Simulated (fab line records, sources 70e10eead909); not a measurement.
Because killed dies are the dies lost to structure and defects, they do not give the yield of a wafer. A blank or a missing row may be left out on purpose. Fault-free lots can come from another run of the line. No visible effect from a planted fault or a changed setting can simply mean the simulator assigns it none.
Which tool is to blame? || flow nand harc || Sampling: 13 lots, 39 wafers, 5 of 1159 route steps

## WHAT EACH GAUGE READ, for each wafer
NHARC_END_SORT_01. Usual: killed at array 29, standard deviation 11; killed at other 0.5, standard deviation 0.85; killed at periphery 3.0, standard deviation 2.3; killed dies 33, standard deviation 12; killed open 3.3, standard deviation 1.9; killed short 2.0, standard deviation 1.5.
{"lot": "L825", "measured": "day 26 23:06", "on": "prober-02", "killed at array": "16 676 25", "killed at other": "0 0 0", "killed at periphery": "2 0 2", "killed dies": "18 676 27", "killed open": "2 1 3", "killed short": "3 2 2", "flag": "OFF"}
{"lot": "L828", "measured": "day 26 18:39", "on": "prober-01", "killed at array": "36 670 43", "killed at other": "0 1 0", "killed at periphery": "4 4 0", "killed dies": "40 675 43", "killed open": "3 2 3", "killed short": "4 1 1", "flag": "OFF"}
{"lot": "L830", "measured": "day 28 01:59", "on": "prober-01", "killed at array": "29 674 32", "killed at other": "1 0 0", "killed at periphery": "3 2 4", "killed dies": "33 676 36", "killed open": "7 1 4", "killed short": "1 0 0", "flag": "OFF"}

## TOOL THAT RAN EACH LOT (tool first, then ch and the chambers of the sampled wafers, then the start)
{"lot": "L817", "NHARC_A_CHANNEL_FILL_D1_RTA_24": "rtp anneal-01 ch 0, day 13 07:54", "NHARC_A_STAIRCASE_STRIP_171": "plasma asher-01 ch 0,1, day 13 09:38", "NHARC_A_STAIRCASE_ETCH_17": "rie diel-04 ch 0,1, day 13 12:28", "NHARC_A_STAIRCASE_TRIM_24": "rie diel-04 ch 0,1, no start"}
{"lot": "L814", "NHARC_A_CHANNEL_FILL_D1_RTA_24": "rtp anneal-02 ch 0, day 13 11:23", "NHARC_A_STAIRCASE_STRIP_171": "plasma asher-01 ch 0,1, day 13 12:58", "NHARC_A_STAIRCASE_ETCH_17": "rie diel-11 ch 2,3, day 13 15:26", "NHARC_A_STAIRCASE_TRIM_24": "rie diel-04 ch 0,1, no start"}
{"lot": "L815", "NHARC_A_CHANNEL_FILL_D1_RTA_24": "rtp anneal-01 ch 0, day 13 15:18", "NHARC_A_STAIRCASE_STRIP_171": "plasma asher-02 ch 0,1, day 13 17:14", "NHARC_A_STAIRCASE_ETCH_17": "rie diel-11 ch 0,2,3, day 13 20:03", "NHARC_A_STAIRCASE_TRIM_24": "rie diel-05 ch 0,3, no start"}
{"lot": "L816", "NHARC_A_CHANNEL_FILL_D1_RTA_24": "rtp anneal-01 ch 0, day 13 15:28", "NHARC_A_STAIRCASE_STRIP_171": "plasma asher-01 ch 0,1, day 13 17:13", "NHARC_A_STAIRCASE_ETCH_17": "rie diel-11 ch 2,3, day 13 19:40", "NHARC_A_STAIRCASE_TRIM_24": "rie diel-05 ch 1,3, no start"}
{"lot": "L820", "NHARC_A_CHANNEL_FILL_D1_RTA_24": "rtp anneal-01 ch 0, day 13 21:11", "NHARC_A_STAIRCASE_STRIP_171": "plasma asher-01 ch 0,1, day 13 22:43", "NHARC_A_STAIRCASE_ETCH_17": "rie diel-05 ch 0,2,3, day 14 01:10", "NHARC_A_STAIRCASE_TRIM_24": "rie diel-05 ch 0,1,2, no start"}
{"lot": "L822", "NHARC_A_CHANNEL_FILL_D1_RTA_24": "rtp anneal-01 ch 0, day 13 21:26", "NHARC_A_STAIRCASE_STRIP_171": "plasma asher-01 ch 0,1, day 13 23:02", "NHARC_A_STAIRCASE_ETCH_17": "rie diel-11 ch 0,3, day 14 02:09", "NHARC_A_STAIRCASE_TRIM_24": "rie diel-05 ch 0,1,3, no start"}
{"lot": "L825", "NHARC_A_CHANNEL_FILL_D1_RTA_24": "rtp anneal-02 ch 0, day 14 06:43", "NHARC_A_STAIRCASE_STRIP_171": "plasma asher-02 ch 0,1, day 14 08:22", "NHARC_A_STAIRCASE_ETCH_17": "rie diel-11 ch 0,3, day 14 10:40", "NHARC_A_STAIRCASE_TRIM_24": "rie diel-04 ch 1,2,3, day 26 23:06 or earlier"}
{"lot": "L827", "NHARC_A_CHANNEL_FILL_D1_RTA_24": "rtp anneal-01 ch 0, day 14 06:44", "NHARC_A_STAIRCASE_STRIP_171": "plasma asher-01 ch 0,1, day 14 08:44", "NHARC_A_STAIRCASE_ETCH_17": "rie diel-05 ch 0,2,3, day 14 12:00", "NHARC_A_STAIRCASE_TRIM_24": "rie diel-05 ch 0,1, no start"}
{"lot": "L828", "NHARC_A_CHANNEL_FILL_D1_RTA_24": "rtp anneal-01 ch 0, day 14 15:41", "NHARC_A_STAIRCASE_STRIP_171": "plasma asher-02 ch 0,1, day 14 17:25", "NHARC_A_STAIRCASE_ETCH_17": "rie diel-11 ch 1,2,3, day 14 20:30", "NHARC_A_STAIRCASE_TRIM_24": "rie diel-04 ch 0,2,3, day 26 18:39 or earlier"}
{"lot": "L830", "NHARC_A_CHANNEL_FILL_D1_RTA_24": "rtp anneal-02 ch 0, day 14 19:32", "NHARC_A_STAIRCASE_STRIP_171": "plasma asher-01 ch 0,1, day 14 21:37", "NHARC_A_STAIRCASE_ETCH_17": "rie diel-11 ch 0,2,3, day 15 00:15", "NHARC_A_STAIRCASE_TRIM_24": "rie diel-04 ch 0,1,3, day 28 01:59 or earlier"}
{"lot": "L834", "NHARC_A_CHANNEL_FILL_D1_RTA_24": "rtp anneal-02 ch 0, day 15 09:37", "NHARC_A_STAIRCASE_STRIP_171": "plasma asher-01 ch 0,1, day 15 12:58", "NHARC_A_STAIRCASE_ETCH_17": "rie diel-04 ch 1,2, day 15 15:25", "NHARC_A_STAIRCASE_TRIM_24": "rie diel-11 ch 0,1,3, no start"}
{"lot": "L835", "NHARC_A_CHANNEL_FILL_D1_RTA_24": "rtp anneal-01 ch 0, day 15 09:39", "NHARC_A_STAIRCASE_STRIP_171": "plasma asher-02 ch 1, day 15 12:58", "NHARC_A_STAIRCASE_ETCH_17": "rie diel-04 ch 0,1, day 15 15:13", "NHARC_A_STAIRCASE_TRIM_24": "rie diel-04 ch 0,2,3, no start"}
{"lot": "L837", "NHARC_A_CHANNEL_FILL_D1_RTA_24": "rtp anneal-02 ch 0, day 16 11:17", "NHARC_A_STAIRCASE_STRIP_171": "plasma asher-01 ch 0,1, day 16 13:09", "NHARC_A_STAIRCASE_ETCH_17": "rie diel-05 ch 0,2,3, day 16 16:28", "NHARC_A_STAIRCASE_TRIM_24": "rie diel-04 ch 0,2, no start"}
- NHARC_A_CHANNEL_FILL_D1_RTA_24: time 5 s.
- NHARC_A_STAIRCASE_STRIP_171: strips in O2.
- NHARC_A_STAIRCASE_ETCH_17: etches the open film in C4F8/O2, target depth 100 nm, time 40.5 s.
- NHARC_A_STAIRCASE_TRIM_24: chemistry O2, time 211.2 s.

## WHAT THE TOOLS THEMSELVES READ (means of the sampled wafers that have a number; where no wafer has one, the mark that the record gives instead)
NHARC_A_CHANNEL_FILL_D1_RTA_24. Usual: anneal temp c max 1005.1, standard deviation 1.1; lamp power pct 32 %, standard deviation 6.2; lamp_zone_5_pct 32 %, standard deviation 6.2; wafer_temp_C_max 1005.1, standard deviation 1.2.
{"lot": "L817", "tool": "rtp anneal-01", "anneal temp c max": 1005.2, "lamp power pct (%)": 37, "lamp_zone_5_pct (%)": 38, "wafer_temp_C_max": 1005.4, "flag": ""}
{"lot": "L814", "tool": "rtp anneal-02", "anneal temp c max": 1004.9, "lamp power pct (%)": 25, "lamp_zone_5_pct (%)": 25, "wafer_temp_C_max": 1003.0, "flag": ""}
{"lot": "L815", "tool": "rtp anneal-01", "anneal temp c max": 1005.2, "lamp power pct (%)": 37, "lamp_zone_5_pct (%)": 37, "wafer_temp_C_max": 1006.3, "flag": ""}
{"lot": "L816", "tool": "rtp anneal-01", "anneal temp c max": 1004.4, "lamp power pct (%)": 37, "lamp_zone_5_pct (%)": 37, "wafer_temp_C_max": 1006.0, "flag": ""}
{"lot": "L820", "tool": "rtp anneal-01", "anneal temp c max": 1005.8, "lamp power pct (%)": 37, "lamp_zone_5_pct (%)": 37, "wafer_temp_C_max": 1005.1, "flag": ""}
{"lot": "L822", "tool": "rtp anneal-01", "anneal temp c max": 1005.4, "lamp power pct (%)": 37, "lamp_zone_5_pct (%)": 37, "wafer_temp_C_max": 1005.1, "flag": ""}
{"lot": "L825", "tool": "rtp anneal-02", "anneal temp c max": 1004.6, "lamp power pct (%)": 25, "lamp_zone_5_pct (%)": 25, "wafer_temp_C_max": 1004.9, "flag": ""}
{"lot": "L827", "tool": "rtp anneal-01", "anneal temp c max": 1005.5, "lamp power pct (%)": 37, "lamp_zone_5_pct (%)": 37, "wafer_temp_C_max": 1005.2, "flag": ""}
{"lot": "L828", "tool": "rtp anneal-01", "anneal temp c max": 1005.0, "lamp power pct (%)": 37, "lamp_zone_5_pct (%)": 38, "wafer_temp_C_max": 1005.7, "flag": ""}
{"lot": "L830", "tool": "rtp anneal-02", "anneal temp c max": 1005.2, "lamp power pct (%)": 25, "lamp_zone_5_pct (%)": 25, "wafer_temp_C_max": 1003.9, "flag": ""}
{"lot": "L834", "tool": "rtp anneal-02", "anneal temp c max": 1004.7, "lamp power pct (%)": 25, "lamp_zone_5_pct (%)": 25, "wafer_temp_C_max": 1004.1, "flag": ""}
{"lot": "L835", "tool": "rtp anneal-01", "anneal temp c max": 1005.3, "lamp power pct (%)": 37, "lamp_zone_5_pct (%)": 37, "wafer_temp_C_max": 1005.1, "flag": ""}
{"lot": "L837", "tool": "rtp anneal-02", "anneal temp c max": 1003.6, "lamp power pct (%)": 25, "lamp_zone_5_pct (%)": 25, "wafer_temp_C_max": 1005.7, "flag": ""}

NHARC_A_STAIRCASE_STRIP_171. Usual: drypump motor current A 5.6 A, standard deviation 0.3; heater power w 314 W, standard deviation 29.
{"lot": "L817", "tool": "plasma asher-01", "drypump motor current A (A)": 5.4, "heater power w (W)": 312, "flag": ""}
{"lot": "L814", "tool": "plasma asher-01", "drypump motor current A (A)": 5.4, "heater power w (W)": 316, "flag": ""}
{"lot": "L815", "tool": "plasma asher-02", "drypump motor current A (A)": 5.9, "heater power w (W)": 341, "flag": ""}
{"lot": "L816", "tool": "plasma asher-01", "drypump motor current A (A)": 5.4, "heater power w (W)": 309, "flag": ""}
{"lot": "L820", "tool": "plasma asher-01", "drypump motor current A (A)": 5.5, "heater power w (W)": 297, "flag": ""}
{"lot": "L822", "tool": "plasma asher-01", "drypump motor current A (A)": 5.5, "heater power w (W)": 293, "flag": ""}
{"lot": "L825", "tool": "plasma asher-02", "drypump motor current A (A)": 6.1, "heater power w (W)": 329, "flag": ""}
{"lot": "L827", "tool": "plasma asher-01", "drypump motor current A (A)": 5.4, "heater power w (W)": 316, "flag": ""}
{"lot": "L828", "tool": "plasma asher-02", "drypump motor current A (A)": 6.1, "heater power w (W)": 318, "flag": ""}
{"lot": "L830", "tool": "plasma asher-01", "drypump motor current A (A)": 5.5, "heater power w (W)": 299, "flag": ""}
{"lot": "L834", "tool": "plasma asher-01", "drypump motor current A (A)": 5.5, "heater power w (W)": 293, "flag": ""}
{"lot": "L835", "tool": "plasma asher-02", "drypump motor current A (A)": 6.2, "heater power w (W)": 310, "flag": ""}
{"lot": "L837", "tool": "plasma asher-01", "drypump motor current A (A)": 5.4, "heater power w (W)": 312, "flag": ""}

NHARC_A_STAIRCASE_ETCH_17. Usual: oes product au 0.935 a.u., standard deviation 0.012; rf vpp V 897 V, standard deviation 5.6.
{"lot": "L817", "tool": "rie diel-04", "oes product au (a.u.)": 0.964, "rf vpp V (V)": 895, "flag": ""}
{"lot": "L814", "tool": "rie diel-11", "oes product au (a.u.)": 0.929, "rf vpp V (V)": 891, "flag": ""}
{"lot": "L815", "tool": "rie diel-11", "oes product au (a.u.)": 0.923, "rf vpp V (V)": 897, "flag": ""}
{"lot": "L816", "tool": "rie diel-11", "oes product au (a.u.)": 0.924, "rf vpp V (V)": 891, "flag": ""}
{"lot": "L820", "tool": "rie diel-05", "oes product au (a.u.)": 0.932, "rf vpp V (V)": 896, "flag": ""}
{"lot": "L822", "tool": "rie diel-11", "oes product au (a.u.)": 0.921, "rf vpp V (V)": 904, "flag": ""}
{"lot": "L825", "tool": "rie diel-11", "oes product au (a.u.)": 0.976, "rf vpp V (V)": 904, "flag": "OFF"}
{"lot": "L827", "tool": "rie diel-05", "oes product au (a.u.)": 0.934, "rf vpp V (V)": 896, "flag": ""}
{"lot": "L828", "tool": "rie diel-11", "oes product au (a.u.)": 0.984, "rf vpp V (V)": 895, "flag": "OFF"}
{"lot": "L830", "tool": "rie diel-11", "oes product au (a.u.)": 0.985, "rf vpp V (V)": 898, "flag": "OFF"}
{"lot": "L834", "tool": "rie diel-04", "oes product au (a.u.)": 0.942, "rf vpp V (V)": 897, "flag": ""}
{"lot": "L835", "tool": "rie diel-04", "oes product au (a.u.)": 0.948, "rf vpp V (V)": 895, "flag": ""}
{"lot": "L837", "tool": "rie diel-05", "oes product au (a.u.)": 0.933, "rf vpp V (V)": 895, "flag": ""}

NHARC_A_STAIRCASE_TRIM_24. Usual: drypump motor current A 5.8 A, standard deviation 0.5; oes product au 1.002 a.u., standard deviation 0.0095; rf vpp V 57.8 V, standard deviation 0.82; showerhead plenum p Torr 3.55 Torr, standard deviation 0.13; throttle valve pct 17.037 %, standard deviation 0.0092.
{"lot": "L817", "tool": "rie diel-04", "drypump motor current A (A)": 6.1, "oes product au (a.u.)": 1.009, "rf vpp V (V)": 57.2, "showerhead plenum p Torr (Torr)": 3.47, "throttle valve pct (%)": 17.041, "flag": ""}
{"lot": "L814", "tool": "rie diel-04", "drypump motor current A (A)": 5.7, "oes product au (a.u.)": 1.011, "rf vpp V (V)": 58.0, "showerhead plenum p Torr (Torr)": 3.53, "throttle valve pct (%)": 17.029, "flag": ""}
{"lot": "L815", "tool": "rie diel-05", "drypump motor current A (A)": 5.4, "oes product au (a.u.)": 1.009, "rf vpp V (V)": 58.7, "showerhead plenum p Torr (Torr)": 3.45, "throttle valve pct (%)": 17.035, "flag": ""}
{"lot": "L816", "tool": "rie diel-05", "drypump motor current A (A)": 5.7, "oes product au (a.u.)": 1.005, "rf vpp V (V)": 57.9, "showerhead plenum p Torr (Torr)": 3.42, "throttle valve pct (%)": 17.042, "flag": ""}
{"lot": "L820", "tool": "rie diel-05", "drypump motor current A (A)": 5.9, "oes product au (a.u.)": 1.008, "rf vpp V (V)": 57.8, "showerhead plenum p Torr (Torr)": 3.56, "throttle valve pct (%)": 17.031, "flag": ""}
{"lot": "L822", "tool": "rie diel-05", "drypump motor current A (A)": 5.7, "oes product au (a.u.)": 1.004, "rf vpp V (V)": 56.9, "showerhead plenum p Torr (Torr)": 3.47, "throttle valve pct (%)": 17.038, "flag": ""}
{"lot": "L825", "tool": "rie diel-04", "drypump motor current A (A)": 5.6, "oes product au (a.u.)": 1.000, "rf vpp V (V)": 58.1, "showerhead plenum p Torr (Torr)": 3.65, "throttle valve pct (%)": 17.033, "flag": ""}
{"lot": "L827", "tool": "rie diel-05", "drypump motor current A (A)": 5.8, "oes product au (a.u.)": 1.003, "rf vpp V (V)": 58.1, "showerhead plenum p Torr (Torr)": 3.49, "throttle valve pct (%)": 17.039, "flag": ""}
{"lot": "L828", "tool": "rie diel-04", "drypump motor current A (A)": 6.0, "oes product au (a.u.)": 1.010, "rf vpp V (V)": 57.7, "showerhead plenum p Torr (Torr)": 3.58, "throttle valve pct (%)": 17.032, "flag": ""}
{"lot": "L830", "tool": "rie diel-04", "drypump motor current A (A)": 5.6, "oes product au (a.u.)": 1.002, "rf vpp V (V)": 58.3, "showerhead plenum p Torr (Torr)": 3.58, "throttle valve pct (%)": 17.040, "flag": ""}
{"lot": "L834", "tool": "rie diel-11", "drypump motor current A (A)": 5.8, "oes product au (a.u.)": 1.011, "rf vpp V (V)": 58.3, "showerhead plenum p Torr (Torr)": 3.66, "throttle valve pct (%)": 17.040, "flag": ""}
{"lot": "L835", "tool": "rie diel-04", "drypump motor current A (A)": 6.0, "oes product au (a.u.)": 0.998, "rf vpp V (V)": 57.3, "showerhead plenum p Torr (Torr)": 3.57, "throttle valve pct (%)": 17.040, "flag": ""}
{"lot": "L837", "tool": "rie diel-04", "drypump motor current A (A)": 6.4, "oes product au (a.u.)": 1.011, "rf vpp V (V)": 58.8, "showerhead plenum p Torr (Torr)": 3.44, "throttle valve pct (%)": 17.043, "flag": ""}

## THE ANSWER, worked out from the rows above alone
Rule: a lot is off if the mean of its wafers that have a number lies more than 3 standard deviations from the usual mean. Also off: a lot with no number at a reading for which 4 or more lots have one. Where the step has rows for the other lots, those lots are counted as sound. Order of review: gauges by route order, followed by the tools' own readings, for which a lot's mean as printed above is used. At the first step where some lot is off, the reading lying furthest off is the one used; lots without a number count as furthest.
Off, at NHARC_END_SORT_01 on killed at array: L825, L828, L830. Neither off nor sound, because the step has no rows for them: L817, L814, L815, L816, L820, L822, L827, L834, L835, L837.
If a tool, at a process step before that reading, ran all the lots that are off and no sound lot after the first of them, it fits. The gauges at NHARC_END_SORT_01 aren't tried: what is off there is off at NHARC_A_STAIRCASE_ETCH_17 too, on other tools, and a gauge's error can't cause that. NHARC_A_STAIRCASE_TRIM_24 gives no start for some lots, so the hours and the order of its lots are those of NHARC_END_SORT_01. This does not decide it: 2 tools fit, namely rie diel-11 at NHARC_A_STAIRCASE_ETCH_17 and rie diel-04 at NHARC_A_STAIRCASE_TRIM_24.

## WHAT THE SIMULATOR HAD PUT IN
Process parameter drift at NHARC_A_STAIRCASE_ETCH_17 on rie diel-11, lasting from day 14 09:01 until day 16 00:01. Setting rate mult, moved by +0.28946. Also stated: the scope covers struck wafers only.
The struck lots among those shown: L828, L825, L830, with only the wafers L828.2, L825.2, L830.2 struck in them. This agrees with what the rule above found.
